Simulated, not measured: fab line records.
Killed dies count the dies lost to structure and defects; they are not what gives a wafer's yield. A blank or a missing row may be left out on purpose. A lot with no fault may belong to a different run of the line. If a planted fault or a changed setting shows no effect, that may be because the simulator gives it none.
Matching of chambers | flow n5_finfet | pecvd-03 running N5_BEOL_M15_ILD_DEP_00: 3 sister chambers
The step deposits SiO2 from TEOS/O2, target thk 1629.3 nm, time 346.1 s. 33 wafers are shown with their chamber, then 12 later ones without.

## WAFERS PAIRED WITH THEIR CHAMBERS
wafer  | chamber | showerhead_plenum_p_Torr (Torr) | throttle_valve_pct (%) | heater_power_w (W)
L076.1 | 1       | 8.38                            | 19.1                   | 608
L076.3 | 0       | 8.47                            | 17.8                   | 429
L076.5 | 0       | 8.44                            | 17.6                   | 496
L079.1 | 1       | 8.35                            | 19.2                   | 480
L079.2 | 2       | 8.41                            | 18.6                   | 576
L079.3 | 0       | 8.43                            | 17.9                   | 431
L079.4 | 2       | 8.38                            | 18.2                   | 459
L079.5 | 1       | 8.36                            | 19.4                   | 572
L079.6 | 0       | 8.43                            | 18.0                   | 508
L080.3 | 2       | 8.41                            | 18.2                   | 569
L080.4 | 0       | 8.46                            | 17.9                   | 404
L080.6 | 2       | 8.42                            | 18.2                   | 470
L084.1 | 2       | 8.39                            | 18.0                   | 570
L084.3 | 0       | 8.45                            | 17.8                   | 495
L084.5 | 0       | 8.45                            | 17.8                   | 524
L086.2 | 1       | 8.37                            | 19.3                   | 598
L086.4 | 0       | 8.44                            | 18.2                   | 405
L086.5 | 2       | 8.41                            | 18.7                   | 582
L087.1 | 0       | 8.44                            | 18.0                   | 528
L087.4 | 0       | 8.44                            | 18.0                   | 404
L087.5 | 1       | 8.35                            | 19.3                   | 573
L088.1 | 1       | 8.36                            | 19.0                   | 472
L088.2 | 0       | 8.44                            | 17.5                   | 460
L088.3 | 2       | 8.40                            | 18.4                   | 606
L088.4 | 0       | 8.45                            | 18.0                   | 529
L088.5 | 2       | 8.39                            | 18.5                   | 456
L088.6 | 1       | 8.36                            | 19.5                   | 560
L091.2 | 2       | 8.41                            | 18.5                   | 579
L091.5 | 0       | 8.44                            | 18.2                   | 553
L091.6 | 2       | 8.40                            | 18.2                   | 456
L093.1 | 1       | 8.35                            | 19.3                   | 548
L093.2 | 0       | 8.45                            | 18.1                   | 534
L093.6 | 1       | 8.36                            | 19.3                   | 592

SIGNATURES, as means of the wafers listed above
reading                  | chamber 0 | chamber 1 | chamber 2 | scatter within a chamber
showerhead_plenum_p_Torr | 8.4450    | 8.3600    | 8.4020    | 0.0111
throttle_valve_pct       | 17.914    | 19.267    | 18.350    | 0.197
heater_power_w           | 478.57    | 555.89    | 532.30    | 55.9
Rule: distance of a wafer from a chamber = root of the sum over the readings of ((wafer's reading minus chamber's mean) / reading's scatter) squared. The wafer belongs to the nearest chamber; if the next one is less than 2 further off, it can't be placed. How the scatter is found: for the shown wafers, subtract from each reading the mean of its chamber, square and add these, divide the total by (wafers less chambers), then take the root.

## WAFERS WITH NO CHAMBER GIVEN
wafer  | showerhead_plenum_p_Torr (Torr) | throttle_valve_pct (%) | heater_power_w (W)
L095.1 | 8.35                            | 19.3                   | 614
L095.2 | 8.43                            | 18.1                   | 493
L095.3 | 8.38                            | 18.4                   | 587
L095.4 | 8.45                            | 18.1                   | 542
L095.5 | 8.38                            | 18.7                   | 453
L095.6 | 8.38                            | 19.1                   | 456
L097.1 | 8.37                            | 19.4                   | 548
L097.2 | 8.43                            | 18.0                   | 466
L097.3 | 8.40                            | 18.7                   | 483
L097.4 | 8.41                            | 18.7                   | 581
L097.5 | 8.42                            | 17.9                   | 537
L097.6 | 8.37                            | 19.4                   | 608

## CHAMBER TAKEN BY EACH
wafer  | from the rows above     | in truth
L095.1 | 1                       | 1
L095.2 | can't be placed: 0 or 2 | 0
L095.3 | 2                       | 2
L095.4 | 0                       | 0
L095.5 | can't be placed: 2 or 1 | 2
L095.6 | can't be placed: 1 or 2 | 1
L097.1 | 1                       | 1
L097.2 | can't be placed: 0 or 2 | 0
L097.3 | 2                       | 2
L097.4 | 2                       | 2
L097.5 | can't be placed: 0 or 2 | 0
L097.6 | 1                       | 1
Placed correctly: 7 of 12. Not placeable from these rows: 5 (in 5, the candidates include the true chamber). Placed wrongly: 0.
